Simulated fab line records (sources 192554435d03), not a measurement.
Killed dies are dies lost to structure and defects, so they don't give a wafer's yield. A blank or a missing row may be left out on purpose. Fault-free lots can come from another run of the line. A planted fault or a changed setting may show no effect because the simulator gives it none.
What tool caused it? :: flow n5 finfet :: 12 lots with 36 wafers sampled at 4 steps, on a route of 1938 steps

WHAT EACH GAUGE READ, for each wafer
N5_MIM_TOP_LITHO_CD_MEAS_08: the cd target is 2000 nm. Usual: 2001.4 nm for cd nm, sd 1.8.
lot: L665
measured: day 11 21:59
on: cd sem-01
cd nm (nm): 2001.9 2002.8 2004.7
flag: 

lot: L667
measured: day 12 06:26
on: cd sem-03
cd nm (nm): 2003.0 2000.4 2000.2
flag: 

lot: L668
measured: day 12 07:56
on: cd sem-01
cd nm (nm): 2002.1 2001.8 2001.1
flag: 

lot: L670
measured: day 12 19:19
on: cd sem-01
cd nm (nm): 1999.9 1999.7 2001.0
flag: 

lot: L673
measured: day 13 12:26
on: cd sem-01
cd nm (nm): 2002.3 2001.3 2003.1
flag: 

lot: L677
measured: day 15 08:07
on: cd sem-02
cd nm (nm): 1998.0 1998.7 1996.4
flag: 

lot: L675
measured: day 15 09:53
on: cd sem-02
cd nm (nm): 2000.0 1998.7 1999.7
flag: 

lot: L678
measured: day 15 03:17
on: cd sem-01
cd nm (nm): 2004.3 2002.5 2003.8
flag: 

lot: L679
measured: day 15 00:10
on: cd sem-02
cd nm (nm): 2002.1 2002.8 2001.5
flag: 

lot: L680
measured: day 15 13:16
on: cd sem-02
cd nm (nm): 2002.0 2003.9 2000.5
flag: 

lot: L682
measured: day 16 03:41
on: cd sem-03
cd nm (nm): 1996.3 2000.0 1999.1
flag: 

lot: L683
measured: day 16 16:52
on: cd sem-03
cd nm (nm): 2003.6 2003.6 2002.8
flag: 

N5_MIM_TOP_LITHO_OVL_MEAS_11. Usual: MIM_TOP_OVL typically reads -3 nm, with standard deviation 5.9.
lot: L665
measured: day 11 22:01
on: overlay-02
MIM_TOP_OVL (nm): 10 8 13
flag: 

lot: L667
measured: day 12 06:28
on: overlay-01
MIM_TOP_OVL (nm): -14 -5 -4
flag: 

lot: L668
measured: day 12 07:58
on: overlay-02
MIM_TOP_OVL (nm): -1 -5 0
flag: 

lot: L670
measured: day 12 19:20
on: overlay-02
MIM_TOP_OVL (nm): -7 -13 -2
flag: 

lot: L673
measured: day 13 12:28
on: overlay-01
MIM_TOP_OVL (nm): 8 -3 -6
flag: 

lot: L677
measured: day 15 08:09
on: overlay-02
MIM_TOP_OVL (nm): -2 8 -1
flag: 

lot: L675
measured: day 15 09:55
on: overlay-01
MIM_TOP_OVL (nm): -8 -8 -8
flag: 

lot: L678
measured: day 15 03:19
on: overlay-01
MIM_TOP_OVL (nm): 0 -6 -9
flag: 

lot: L679
measured: day 15 00:11
on: overlay-01
MIM_TOP_OVL (nm): -1 0 -2
flag: 

lot: L680
measured: day 15 13:17
on: overlay-01
MIM_TOP_OVL (nm): 8 6 7
flag: 

lot: L682
measured: day 16 03:43
on: overlay-01
MIM_TOP_OVL (nm): -6 -10 -4
flag: 

lot: L683
measured: day 16 16:53
on: overlay-01
MIM_TOP_OVL (nm): 2 -2 1
flag: 

N5_PASSIVATION_CD_MEAS_10: the cd target is 3000 nm. Usual: 3000 nm for cd nm, sd 3.1.
lot: L665
measured: day 12 00:35
on: cd sem-02
cd nm (nm): 3000 3002 3004
flag: 

lot: L667
measured: day 12 09:49
on: cd sem-02
cd nm (nm): 3007 3002 3002
flag: 

lot: L668
measured: day 12 10:28
on: cd sem-01
cd nm (nm): 3004 2998 3005
flag: 

lot: L670
measured: day 12 23:29
on: cd sem-03
cd nm (nm): 2997 2998 3000
flag: 

lot: L673
measured: day 13 14:56
on: cd sem-02
cd nm (nm): 3008 3005 3002
flag: 

lot: L677
measured: day 15 15:59
on: cd sem-03
cd nm (nm): 2998 3002 2998
flag: 

lot: L675
measured: day 15 16:09
on: cd sem-02
cd nm (nm): 2997 2999 3001
flag: 

lot: L678
measured: day 15 07:58
on: cd sem-02
cd nm (nm): 3005 3001 3001
flag: 

lot: L679
measured: day 15 03:35
on: cd sem-01
cd nm (nm): 2996 2996 2996
flag: 

lot: L680
measured: day 15 16:26
on: cd sem-01
cd nm (nm): 3000 3000 3001
flag: 

lot: L682
measured: day 16 07:10
on: cd sem-03
cd nm (nm): 3000 3001 3000
flag: 

lot: L683
measured: day 16 19:28
on: cd sem-02
cd nm (nm): 2999 3005 3000
flag: 

EACH LOT AND THE TOOL THAT RAN IT (in order: tool; ch and the chambers of the sampled wafers; start)
lot: L665
N5_BEOL_M0_SAQP_PECVD_97: pecvd-03 ch 0,1,2, day 5 18:50

lot: L667
N5_BEOL_M0_SAQP_PECVD_97: pecvd-03 ch 0,1, day 6 02:02

lot: L668
N5_BEOL_M0_SAQP_PECVD_97: pecvd-03 ch 0,1,2, day 6 08:23

lot: L670
N5_BEOL_M0_SAQP_PECVD_97: pecvd-01 ch 0,2, day 6 16:22

lot: L673
N5_BEOL_M0_SAQP_PECVD_97: pecvd-01 ch 0,2, day 7 12:58

lot: L677
N5_BEOL_M0_SAQP_PECVD_97: pecvd-04 ch 1,2, day 8 16:02

lot: L675
N5_BEOL_M0_SAQP_PECVD_97: pecvd-03 ch 1,2, day 8 16:08

lot: L678
N5_BEOL_M0_SAQP_PECVD_97: pecvd-01 ch 0,2, day 8 23:01

lot: L679
N5_BEOL_M0_SAQP_PECVD_97: pecvd-04 ch 0,2, day 9 00:55

lot: L680
N5_BEOL_M0_SAQP_PECVD_97: pecvd-04 ch 0,1,2, day 9 09:08

lot: L682
N5_BEOL_M0_SAQP_PECVD_97: pecvd-03 ch 0,1, day 9 19:56

lot: L683
N5_BEOL_M0_SAQP_PECVD_97: pecvd-04 ch 0,1,2, day 10 05:28
- N5_BEOL_M0_SAQP_PECVD_97: deposits SiNx from SiH4/NH3/N2, target thk 23 nm, time 19.9 s.

WHAT THE TOOLS THEMSELVES READ (means of the sampled wafers that have a number; where no wafer has one, the mark that the record gives instead)
N5_BEOL_M0_SAQP_PECVD_97. Usual: chamber pressure Torr 1.501 Torr, standard deviation 0.004; heater power w 517 W, standard deviation 60; showerhead plenum p Torr 5.17 Torr, standard deviation 0.091; throttle valve pct 39.6 %, standard deviation 1.9.
lot: L665
tool: pecvd-03
chamber pressure Torr (Torr): 1.501
heater power w (W): 513
showerhead plenum p Torr (Torr): 5.14
throttle valve pct (%): 39.9
flag: 

lot: L667
tool: pecvd-03
chamber pressure Torr (Torr): 1.501
heater power w (W): 493
showerhead plenum p Torr (Torr): 5.11
throttle valve pct (%): 41.1
flag: 

lot: L668
tool: pecvd-03
chamber pressure Torr (Torr): 1.505
heater power w (W): 483
showerhead plenum p Torr (Torr): 5.15
throttle valve pct (%): 39.9
flag: 

lot: L670
tool: pecvd-01
chamber pressure Torr (Torr): 1.500
heater power w (W): 601
showerhead plenum p Torr (Torr): 5.15
throttle valve pct (%): 40.1
flag: 

lot: L673
tool: pecvd-01
chamber pressure Torr (Torr): 1.503
heater power w (W): 622
showerhead plenum p Torr (Torr): 5.16
throttle valve pct (%): 40.0
flag: 

lot: L677
tool: pecvd-04
chamber pressure Torr (Torr): 1.500
heater power w (W): 498
showerhead plenum p Torr (Torr): 5.21
throttle valve pct (%): 37.1
flag: 

lot: L675
tool: pecvd-03
chamber pressure Torr (Torr): 1.500
heater power w (W): 502
showerhead plenum p Torr (Torr): 5.09
throttle valve pct (%): 40.6
flag: 

lot: L678
tool: pecvd-01
chamber pressure Torr (Torr): 1.498
heater power w (W): 639
showerhead plenum p Torr (Torr): 5.16
throttle valve pct (%): 39.9
flag: 

lot: L679
tool: pecvd-04
chamber pressure Torr (Torr): 1.510
heater power w (W): 494
showerhead plenum p Torr (Torr): 5.13
throttle valve pct (%): 38.0
flag: 

lot: L680
tool: pecvd-04
chamber pressure Torr (Torr): 1.498
heater power w (W): 490
showerhead plenum p Torr (Torr): 5.20
throttle valve pct (%): 38.4
flag: 

lot: L682
tool: pecvd-03
chamber pressure Torr (Torr): 1.502
heater power w (W): 534
showerhead plenum p Torr (Torr): 5.12
throttle valve pct (%): 41.1
flag: 

lot: L683
tool: pecvd-04
chamber pressure Torr (Torr): 1.500
heater power w (W): 507
showerhead plenum p Torr (Torr): 5.20
throttle valve pct (%): 38.3
flag: 

THE ANSWER, worked out from the rows above alone
Rule: a lot is off if the mean of its wafers that have a number lies more than 3 standard deviations from the usual mean. Also off: a lot with no number at a reading for which 4 or more lots have one. All remaining lots with rows at the step are treated as sound. First the gauges in route order, then the tools' own readings, where a lot's mean is used as printed above. The first step at which some lot is off is used, and at that step the reading that is off furthest; a lot without a number counts as furthest.
No lot is off at any reading shown: from this, nothing can be told.

WHAT THE SIMULATOR PUT IN
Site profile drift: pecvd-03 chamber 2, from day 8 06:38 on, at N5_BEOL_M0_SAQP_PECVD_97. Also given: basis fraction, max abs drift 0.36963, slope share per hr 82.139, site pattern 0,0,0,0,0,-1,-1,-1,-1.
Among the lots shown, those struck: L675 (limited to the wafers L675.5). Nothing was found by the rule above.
